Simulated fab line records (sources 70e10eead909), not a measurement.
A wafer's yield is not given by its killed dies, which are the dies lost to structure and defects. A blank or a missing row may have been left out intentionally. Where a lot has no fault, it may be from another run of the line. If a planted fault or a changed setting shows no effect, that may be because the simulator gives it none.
Matching of chambers	flow nandHarc	NHARC_A_CHANNEL_HOLE_D2_DESCUM_15 on rieDiel-05 has 4 sister chambers
The step chemistry O2, time 3 s. 16 wafers are shown with their chamber, then 8 later ones without.

## EACH WAFER AND ITS CHAMBER
wafer	chamber	drypumpMotorCurrentA (A)	showerheadPlenumPTorr (Torr)	oesProductAu (a.u.)
L074.1	1	6.5	1.84	1.012
L074.5	0	5.3	1.79	1.003
L074.6	3	4.8	1.84	0.999
L076.3	3	4.8	1.84	1.010
L076.5	3	4.9	1.84	1.015
L076.6	0	5.3	1.79	0.992
L080.2	0	5.3	1.78	0.990
L080.3	3	4.9	1.84	1.007
L080.4	1	6.4	1.84	1.003
L082.4	0	5.3	1.78	0.985
L082.5	2	5.2	1.80	1.012
L082.6	1	6.4	1.83	1.016
L084.2	1	6.5	1.83	1.012
L084.3	3	4.8	1.84	1.023
L084.6	0	5.3	1.78	1.005
L088.2	3	4.8	1.84	1.003

SIGNATURES (averages over the wafers above)
reading	chamber 0	chamber 1	chamber 2	chamber 3	scatter within a chamber
drypumpMotorCurrentA	5.300	6.450	5.200	4.833	0.0441
showerheadPlenumPTorr	1.7840	1.8350	1.8000	1.8400	0.00428
oesProductAu	0.99500	1.01075	1.01200	1.00950	0.00796
Rule: for each reading, subtract the chamber's mean from the wafer's reading, divide by that reading's scatter and square the result; add these up over the readings and take the root, which gives the wafer's distance from the chamber. If the next closest chamber is less than 2 further off than the closest, the wafer can't be placed; otherwise it belongs to the closest. How the scatter is found: for the shown wafers, subtract from each reading the mean of its chamber, square and add these, divide the total by (wafers less chambers), then take the root.

## WAFERS WHOSE CHAMBER IS MISSING
wafer	drypumpMotorCurrentA (A)	showerheadPlenumPTorr (Torr)	oesProductAu (a.u.)
L088.4	4.8	1.84	1.001
L088.5	5.3	1.78	0.996
L092.3	5.2	1.79	0.995
L092.4	6.4	1.83	1.024
L092.6	5.3	1.78	1.004
L095.1	5.2	1.79	0.999
L095.2	6.5	1.83	0.999
L095.4	5.3	1.78	0.992

## THE CHAMBER EACH PASSED THROUGH
wafer	from the rows above	in truth
L088.4	3	3
L088.5	0	0
L092.3	can't be placed: 0 or 2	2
L092.4	1	1
L092.6	0	0
L095.1	can't be placed: 0 or 2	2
L095.2	1	1
L095.4	0	0
Placed correctly: 6 of 8. These rows do not allow placing 2 (true chamber among the candidates in 2). Wrongly placed: 0.
